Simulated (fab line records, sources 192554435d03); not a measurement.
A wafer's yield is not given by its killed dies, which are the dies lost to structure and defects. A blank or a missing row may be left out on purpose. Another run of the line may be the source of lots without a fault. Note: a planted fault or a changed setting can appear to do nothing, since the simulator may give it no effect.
Matching of chambers :: flow n5-finfet :: N5_BEOL_M0_SAQP_PECVD_96 on pecvd-03 has 3 sister chambers
The step deposits a-Si from SiH4/He, target thk 45 nm, time 45.2 s. 18 wafers are shown with their chamber, then 9 later ones without.

== WAFERS WITH THEIR CHAMBER ==
wafer: L075.2
chamber: 2
throttle-valve-pct (%): 16.4
showerhead-plenum-p-Torr (Torr): 5.661
heater-power-w (W): 684

wafer: L075.4
chamber: 0
throttle-valve-pct (%): 18.9
showerhead-plenum-p-Torr (Torr): 5.623
heater-power-w (W): 627

wafer: L075.6
chamber: 1
throttle-valve-pct (%): 17.7
showerhead-plenum-p-Torr (Torr): 5.678
heater-power-w (W): 826

wafer: L078.1
chamber: 1
throttle-valve-pct (%): 17.7
showerhead-plenum-p-Torr (Torr): 5.669
heater-power-w (W): 810

wafer: L078.2
chamber: 0
throttle-valve-pct (%): 18.9
showerhead-plenum-p-Torr (Torr): 5.627
heater-power-w (W): 654

wafer: L078.5
chamber: 1
throttle-valve-pct (%): 17.9
showerhead-plenum-p-Torr (Torr): 5.673
heater-power-w (W): 810

wafer: L085.3
chamber: 2
throttle-valve-pct (%): 16.8
showerhead-plenum-p-Torr (Torr): 5.663
heater-power-w (W): 719

wafer: L085.5
chamber: 1
throttle-valve-pct (%): 18.0
showerhead-plenum-p-Torr (Torr): 5.667
heater-power-w (W): 829

wafer: L085.6
chamber: 0
throttle-valve-pct (%): 19.3
showerhead-plenum-p-Torr (Torr): 5.616
heater-power-w (W): 657

wafer: L086.2
chamber: 0
throttle-valve-pct (%): 18.9
showerhead-plenum-p-Torr (Torr): 5.610
heater-power-w (W): 664

wafer: L086.3
chamber: 1
throttle-valve-pct (%): 17.9
showerhead-plenum-p-Torr (Torr): 5.668
heater-power-w (W): 736

wafer: L086.6
chamber: 0
throttle-valve-pct (%): 19.0
showerhead-plenum-p-Torr (Torr): 5.628
heater-power-w (W): 679

wafer: L087.1
chamber: 1
throttle-valve-pct (%): 17.6
showerhead-plenum-p-Torr (Torr): 5.680
heater-power-w (W): 793

wafer: L087.2
chamber: 2
throttle-valve-pct (%): 17.1
showerhead-plenum-p-Torr (Torr): 5.678
heater-power-w (W): 649

wafer: L087.5
chamber: 2
throttle-valve-pct (%): 16.5
showerhead-plenum-p-Torr (Torr): 5.649
heater-power-w (W): 642

wafer: L091.1
chamber: 1
throttle-valve-pct (%): 17.9
showerhead-plenum-p-Torr (Torr): 5.663
heater-power-w (W): 744

wafer: L091.4
chamber: 2
throttle-valve-pct (%): 17.1
showerhead-plenum-p-Torr (Torr): 5.653
heater-power-w (W): 725

wafer: L091.5
chamber: 0
throttle-valve-pct (%): 19.2
showerhead-plenum-p-Torr (Torr): 5.613
heater-power-w (W): 667

SIGNATURES, as means of the wafers listed above
reading: throttle-valve-pct
chamber 0: 19.033
chamber 1: 17.814
chamber 2: 16.780
scatter within a chamber: 0.218

reading: showerhead-plenum-p-Torr
chamber 0: 5.61950
chamber 1: 5.67114
chamber 2: 5.66080
scatter within a chamber: 0.00822

reading: heater-power-w
chamber 0: 658.00
chamber 1: 792.57
chamber 2: 683.80
scatter within a chamber: 32.7
Rule: a wafer's distance from a chamber is the root of the sum, over the readings, of the square of ((its reading less the chamber's mean) divided by the reading's scatter). If the next closest chamber is less than 2 further off than the closest, the wafer can't be placed; otherwise it belongs to the closest. How the scatter is found: for the shown wafers, subtract from each reading the mean of its chamber, square and add these, divide the total by (wafers less chambers), then take the root.

== WAFERS WITHOUT THEIR CHAMBER ==
wafer: L093.2
throttle-valve-pct (%): 16.9
showerhead-plenum-p-Torr (Torr): 5.663
heater-power-w (W): 692

wafer: L093.5
throttle-valve-pct (%): 17.7
showerhead-plenum-p-Torr (Torr): 5.678
heater-power-w (W): 819

wafer: L093.6
throttle-valve-pct (%): 16.9
showerhead-plenum-p-Torr (Torr): 5.666
heater-power-w (W): 703

wafer: L094.2
throttle-valve-pct (%): 16.9
showerhead-plenum-p-Torr (Torr): 5.664
heater-power-w (W): 659

wafer: L094.3
throttle-valve-pct (%): 17.7
showerhead-plenum-p-Torr (Torr): 5.683
heater-power-w (W): 687

wafer: L094.4
throttle-valve-pct (%): 17.1
showerhead-plenum-p-Torr (Torr): 5.662
heater-power-w (W): 669

wafer: L097.2
throttle-valve-pct (%): 18.9
showerhead-plenum-p-Torr (Torr): 5.600
heater-power-w (W): 646

wafer: L097.4
throttle-valve-pct (%): 17.7
showerhead-plenum-p-Torr (Torr): 5.682
heater-power-w (W): 784

wafer: L097.5
throttle-valve-pct (%): 17.2
showerhead-plenum-p-Torr (Torr): 5.651
heater-power-w (W): 658

== CHAMBER TAKEN BY EACH ==
wafer: L093.2
from the rows above: 2
in truth: 2

wafer: L093.5
from the rows above: 1
in truth: 1

wafer: L093.6
from the rows above: 2
in truth: 2

wafer: L094.2
from the rows above: 2
in truth: 2

wafer: L094.3
from the rows above: can't be placed: 1 or 2
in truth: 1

wafer: L094.4
from the rows above: 2
in truth: 2

wafer: L097.2
from the rows above: 0
in truth: 0

wafer: L097.4
from the rows above: 1
in truth: 1

wafer: L097.5
from the rows above: 2
in truth: 2
8 of 9 placed correctly. From these rows, 1 cannot be placed; in 1 the true chamber is one of the candidates. Wrongly placed: 0.
